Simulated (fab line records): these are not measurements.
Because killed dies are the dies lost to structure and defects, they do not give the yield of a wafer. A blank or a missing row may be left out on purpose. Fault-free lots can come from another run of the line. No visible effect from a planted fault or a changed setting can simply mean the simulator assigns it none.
Problem report in the 8D (eight disciplines) form, filled by code ; flow n5-finfet ; the parts of the form that need people (team, actions taken, sign-off) are left out

1. PROBLEM STATEMENT
run-length-s at N5_BEOL_M0_CVD_115 reads a mean of 109.2 s on 4 wafers of 3 lots; wafers without a fault read 142.7 s with a standard deviation of 0.68. Measured from the usual mean, that is -49 standard deviations.
The step: deposits Co from CCTBA/H2, time 120 s.
Earliest sighting: wafer L302.1 on cvd-co-02 at day 9 20:26. The record holds 43 wafers of 15 lots with a number at this step. Rule for "out", or "out of limits": more than 4 standard deviations from the usual mean. The rest of the wafers with a number are treated as sound.

2. WHAT THIS IS AND IS NOT
question;is;is not
which readings at this step;run-length-s;-
which lots;L302, L305, L306;L287, L288, L289, L290, L291, L292, L294, L296, L297, L307, L308, L309
which wafers of those lots;L302.1, L302.3, L305.3, L306.1;L305.2, L305.5, L306.4
read on which tools;cvd-co-02;cvd-co-01
when;from day 9 20:26;"up to then (27 sound wafers); but 12 sound wafers of L305, L306, L307, L308, L309 came after"

3. SUSPECTS, AND WHAT RULES EACH OUT
Counting: any tool at a process step up to the reading remains a suspect provided it ran every lot that is out. Sound lots after the first of them don't rule it out here, since some wafers of a struck lot are sound.
- cvd-co-02 at N5_BEOL_M0_CVD_115 (deposits Co from CCTBA/H2, time 120 s): kept. Every lot that is out went through it, the first being L302 (day 9 20:26); the last sound lot it ran before that was L296 (day 8 14:33). Its own run-length-s readings are out on those wafers.
The count leaves cvd-co-02 at N5_BEOL_M0_CVD_115.

4. THE CAUSE (what the simulator had put in)
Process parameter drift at N5_BEOL_M0_CVD_115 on cvd-co-02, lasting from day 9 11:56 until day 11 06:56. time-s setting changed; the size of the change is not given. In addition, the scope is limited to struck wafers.
After counting, this tool was the only one left.

5. THE CHAIN OF EFFECTS, in route order
Each row: a reading whose mean over the struck wafers that have a number lies more than 3 standard deviations from the usual. Scope: only readings with a usual standard deviation given in the record; hours: median across lots of the time from each lot's start at the first step in this table that gives one to its start at this step; sigmas: change in usual standard deviations.
hours;step;reading;usual;on struck wafers;change;sigmas
0;N5_BEOL_M0_CVD_115;run-length-s;142.7 s;109.2;-33.4;-49
Here are the process steps it includes:
- N5_BEOL_M0_CVD_115: deposits Co from CCTBA/H2, time 120 s.
Later measuring or inspecting steps at which every struck wafer that the step has a row for has a number for every such reading, and none has moved that far: N5_BEOL_M4_RC_MEAS_101.

6. HOW IT WOULD HAVE BEEN CAUGHT EARLIER
In this record the first reading out of limits was taken at day 9 20:26, 9 hours after the fault began at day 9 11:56.
